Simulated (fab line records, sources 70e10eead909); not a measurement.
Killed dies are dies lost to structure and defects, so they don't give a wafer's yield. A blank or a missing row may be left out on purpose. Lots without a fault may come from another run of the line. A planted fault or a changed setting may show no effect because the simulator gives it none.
A struck lot beside a sound one | flow nand_harc | 17 steps out of a route of 1302
Sound: wafers L388.1, L388.2, L388.5. Struck: wafer L396.2. (L396.6 of the same lot was not struck and is left out.) The cause comes at the end.
At each step with rows: each side's tool, then ch and its chambers, then its first start. Under that, the readings that differ: sound wafers | struck wafers | difference of the means | sigmas: that difference in standard deviations of wafers without a fault.
alike: readings whose means differ by less than 2 such deviations, and words and numbers that are the same on both sides. not compared: withheld readings, readings that some wafer has no value for, bounds like >300 that may hide the same value, and numbers for which the record gives no deviation and whose values overlap.
The two part at a step that has a row with sigmas, a row that says differs or no value, or rows on one side only. Numbers that don't overlap but have no deviation are shown without sigmas and don't part them. A reading that every wafer of one side lacks parts them only if that side has two wafers or more.

NHARC_P_M1_INSPECT_11:
  sound on defect_inspect-01, day 6 10:41; struck on defect_inspect-02, day 9 12:17
  alike: raw_defect_count
then, 3 steps without rows for these wafers: NHARC_P_M1_DESCUM_14 (chemistry O2, time 3 s); NHARC_P_M1_ETCH_35 (etches the open film in N2/H2, target depth 40 nm, overetch 12 nm, time 43.94 s); NHARC_P_M1_ETCH_15 (etches the open film in C4F8/Ar, target depth 182.5 nm, time 91.2 s).
NHARC_P_M1_CD_MEAS_16:
  sound on cd_sem-03, day 6 11:05; struck on cd_sem-03, day 9 12:40
  reading    | sound             | struck | difference | sigmas
  cd_nm (nm) | 129.4 130.5 130.0 | 132.1  | +2.1       | +3
NHARC_P_M1_STRIP_18: strips in N2/H2.
  sound on rie_diel-12 ch 0,2, day 6 11:10; struck on rie_diel-06 ch 1, day 9 12:49
  alike: chamber_pressure_mTorr, drypump_motor_current_A, oes_product_au, power_w, rf_vpp_V, showerhead_plenum_p_Torr, throttle_valve_pct
  not compared: rf_hours_counter_h
then, 2 steps without rows for these wafers: NHARC_P_M1_ETCH_28 (etches the open film in CF4/N2, target depth 30 nm, time 72.99 s); NHARC_P_M1_STRIP_19 (strips in post etch residue remover, time 600 s).
NHARC_P_M1_DEGAS_29: time 60 s.
  sound on pvd_sputter-02, day 6 11:53; struck on pvd_sputter-03, day 9 13:23
  alike: heater_power_w, susceptor_temp_C
NHARC_P_M1_PRE_CLEAN_30: time 30 s.
  sound on pvd_sputter-02; struck on pvd_sputter-03
  alike: heater_power_w, susceptor_temp_C
then, 1 step without rows for these wafers: NHARC_P_M1_PVD_20 (deposits TaN, target thk 5 nm, time 8.06 s).
NHARC_P_M1_PVD_21: deposits Cu, target thk 30 nm, time 20.49 s.
  sound on pvd_sputter-02; struck on pvd_sputter-03
  alike: throttle_valve_pct
NHARC_P_M1_ECD_22: material Cu, target thk 400 nm.
  sound on ecd_cu-02 ch 0,1, day 6 12:14; struck on ecd_cu-02 ch 0,1, day 9 13:50
NHARC_P_M1_ANNEAL_31: time 90 s.
  sound on rtp_anneal-02 ch 0, day 6 12:37; struck on rtp_anneal-01 ch 0, day 9 14:13
  alike: wafer_temp_C_max
NHARC_P_M1_CMP_23: polishes, t overpolish 20 s, target thk 157.82 nm.
  sound on cmp-03 ch 0,1, day 6 12:57; struck on cmp-01 ch 3, day 9 14:34
  reading                | sound          | struck | difference | sigmas
  time_to_endpoint_s (s) | 26.8 23.5 23.4 | 17.0   | -7.6       | -3
  alike: motor_current_A
NHARC_P_M1_THK_MEAS_24: measures by xrf.
  sound on film_metro-02, day 6 13:16; struck on film_metro-01, day 9 14:49
  reading     | sound             | struck | difference | sigmas
  thk_nm (nm) | 156.1 155.0 155.9 | 158.5  | +2.8       | +2
-- the record jumps here: 18 days lie between the struck wafers' starts before and after (it left off in module P_M1 and takes up again in module END, whose first step shown is number 1302 of the route) --
NHARC_END_SORT_01:
  sound on prober-02 ch 0, day 24 09:23; struck on prober-01 ch 0, day 27 12:32
  reading             | sound | struck | difference | sigmas
  killed_at_periphery | 2 2 3 | 11     | +9         | +3
  alike: defect_limited_yield, killed_at_array, killed_at_other, killed_dies, killed_open, killed_short

WHERE THEY PART
First at NHARC_P_M1_CD_MEAS_16; last, within this record, at NHARC_END_SORT_01.

WHY: what the simulator had put in
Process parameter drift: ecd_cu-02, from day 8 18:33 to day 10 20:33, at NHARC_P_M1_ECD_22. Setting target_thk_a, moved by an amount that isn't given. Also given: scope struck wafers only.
